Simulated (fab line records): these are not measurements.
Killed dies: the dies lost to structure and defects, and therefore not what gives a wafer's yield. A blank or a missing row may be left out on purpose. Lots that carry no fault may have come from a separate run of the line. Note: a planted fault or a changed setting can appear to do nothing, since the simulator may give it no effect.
A lot that was struck, set against a sound lot / flow nand harc / 15 steps out of a route of 1159
Sound: wafers L187.3, L187.4, L187.6. Struck: wafers L191.2, L191.6 (left out: L191.5, a lot-mate that was not struck); the cause follows at the end.
Order at every step that has rows: each side's tool, ch and its chambers, its first start. Under that, the readings that differ: sound wafers / struck wafers / difference of the means / sigmas: that difference in standard deviations of wafers without a fault.
alike: same words and numbers on both sides, and readings whose means sit less than 2 such deviations apart. not compared: any withheld reading, any reading some wafer has no value for, any bound like >300 that may hide the same value, and any number with overlapping values for which the record gives no deviation.
The two part at a step that has a row with sigmas, a row that says differs or no value, or rows on one side only. Numbers that don't overlap but have no deviation are shown without sigmas and don't part them. A reading missing from all wafers of one side parts the sides only when that side holds two or more wafers.

first, 3 steps without rows for these wafers: NHARC_A_CHANNEL_HOLE_D1_STRIP_41 (strips in N2/H2); NHARC_A_CHANNEL_HOLE_D1_STRIP_42 (strips in CF4/CHF3); NHARC_A_CHANNEL_HOLE_D1_STRIP_43 (strips in O2/COS).
NHARC_A_CHANNEL_HOLE_D1_ETCH_44: etches the open film in CF4/O2, target depth 140 nm, overetch 14 nm, time 77 s.
  sound on rie diel-12 ch 1,2,3, day 10 10:28; struck on rie diel-12 ch 0,2, day 11 12:15
  alike: drypump motor current A, oes product au, rf vpp V, showerhead plenum p Torr, throttle valve pct
  not compared: rf hours counter h
NHARC_A_CHANNEL_HOLE_D1_STRIP_27: strips in O2.
  sound: rie diel-12 ch 0,1; struck: rie diel-12 ch 1,2
reading=rf vpp V (V); sound=57.6 59.3 57.5; struck=56.3 56.4; difference=-1.8; sigmas=-2
  alike: drypump motor current A, oes product au, showerhead plenum p Torr, throttle valve pct
  not compared: rf hours counter h
then, 2 steps without rows for these wafers: NHARC_A_CHANNEL_HOLE_D1_PRECLEAN_28 (cleans in SC1); NHARC_A_CHANNEL_HOLE_D1_SRD_29.
NHARC_A_CHANNEL_HOLE_D1_CD_MEAS_30:
  struck on cd sem-03, day 11 13:02; sound on cd sem-01, day 10 11:16
  alike: cd nm
NHARC_A_CHANNEL_HOLE_D1_XSEM_31:
  sound on xsem-02 ch 0, day 10 11:22; struck on xsem-01 ch 0, day 11 13:07
  alike: bot cd nm, bow nm, tilt deg
NHARC_A_CHANNEL_HOLE_D1_INSPECT_40:
  struck on defect inspect-01, day 11 13:13; sound on defect inspect-02, day 10 11:28
  alike: raw defect count
then, 2 steps without rows for these wafers: NHARC_A_CHANNEL_FILL_D1_PRECLEAN_00 (cleans in SC1); NHARC_A_CHANNEL_FILL_D1_SRD_01.
NHARC_A_CHANNEL_FILL_D1_ALD_02: deposits SiO2, target thk 6 nm, pulse time 10 s, ald cycles 60.
  sound on ald hk-03 ch 1,3, day 10 11:41; struck on ald hk-03 ch 1, day 11 13:28
reading=ald cycles; sound=60 60 60; struck=67 67; difference=+7; sigmas=
reading=precursor pulse height rel; sound=1.022 0.962 0.967; struck=1.033 1.022; difference=+0.044; sigmas=+2
  alike: heater power w
NHARC_A_CHANNEL_FILL_D1_ALD_03: deposits SiNx, target thk 6 nm, pulse time 60 s, ald cycles 58.
  sound: ald sin batch-01 ch 0; struck: ald sin batch-01 ch 0
  alike: precursor pulse height rel
  not compared: ald cycles
following that, these wafers have no rows for 1 step: NHARC_END_SORT_01.

WHERE THEY PART
Earliest at NHARC_A_CHANNEL_HOLE_D1_STRIP_27; latest, in this record, at NHARC_A_CHANNEL_FILL_D1_ALD_02. Later steps at which nothing parts them and some readings are alike: NHARC_A_CHANNEL_FILL_D1_ALD_03.

WHY: what had been put in by the simulator
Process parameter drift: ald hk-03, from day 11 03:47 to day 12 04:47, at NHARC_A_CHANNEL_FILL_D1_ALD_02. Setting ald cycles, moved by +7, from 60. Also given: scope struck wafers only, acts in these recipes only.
